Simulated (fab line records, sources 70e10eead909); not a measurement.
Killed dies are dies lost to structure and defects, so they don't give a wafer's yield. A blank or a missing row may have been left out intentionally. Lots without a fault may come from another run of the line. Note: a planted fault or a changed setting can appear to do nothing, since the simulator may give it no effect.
Which tool did it?	flow nand_harc	21 wafers from 7 lots sampled at 2 of the route's 1159 steps

== WHAT EACH GAUGE READ, for each wafer ==
NHARC_A_ONON_D1_THK_MEAS_24: measures by ellipsometry.
lot	measured	on	thk_nm (nm)
L844	day 8 16:11	film_metro-01	998 997 995
L845	day 9 00:07	film_metro-02	1003 1001 1001
L847	day 9 05:44	film_metro-01	989 990 987
L852	day 10 15:41	film_metro-02	1535 1534 1535
L859	day 12 05:17	film_metro-01	980 983 980
L861	day 12 18:55	film_metro-02	1002 1003 1004
L865	day 14 02:25	film_metro-02	1001 1000 1000

== TOOL THAT RAN EACH LOT (tool first, then ch and the chambers of the sampled wafers, then the start) ==
lot	NHARC_A_ONON_D1_DEP_22
L844	pecvd_onon-02 ch 0, day 8 15:44
L845	pecvd_onon-01 ch 0, day 8 23:38
L847	pecvd_onon-03 ch 0, day 9 05:13
L852	pecvd_onon-02 ch 0, day 10 15:11
L859	pecvd_onon-01 ch 0, day 12 04:53
L861	pecvd_onon-03 ch 0, day 12 18:25
L865	pecvd_onon-01 ch 0, day 14 01:55
- NHARC_A_ONON_D1_DEP_22: target thk 1000 nm.

== THE ANSWER, worked out from the rows above alone ==
Rule: the usual values come from the lots themselves. Put in order of their means at a reading, lots are off if they are a third of the lots or fewer, leave a main group of 4 or more, and stand apart from it by a gap of 3 or more times the standard deviation of the main group's means; of several such gaps the widest counts. A main group whose means are all the same, to the digits that the tables above print for the reading, isn't used. A lot without any number at a reading at which 4 lots or more have one is off too. Where the step has rows for the other lots, those lots are counted as sound.
Off, at NHARC_A_ONON_D1_THK_MEAS_24 on thk_nm: L852. Main group: mean 995 nm, sd 7.9.
A tool fits if, at a process step before that reading, it ran every lot that is off, and no sound lot after the first of them. Gauges at NHARC_A_ONON_D1_THK_MEAS_24: tried the same way as those tools. One fits: pecvd_onon-02 at NHARC_A_ONON_D1_DEP_22. A fault onset in the window from L844 (day 8 15:44, its last sound lot) to L852 (day 10 15:11, its first lot off) fits.

== WHAT THE SIMULATOR PUT IN ==
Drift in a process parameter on pecvd_onon-02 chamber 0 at NHARC_A_ONON_D1_DEP_22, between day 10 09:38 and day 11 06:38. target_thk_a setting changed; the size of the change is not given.
Lots struck among those shown: L852. The rule given above showed the same thing.
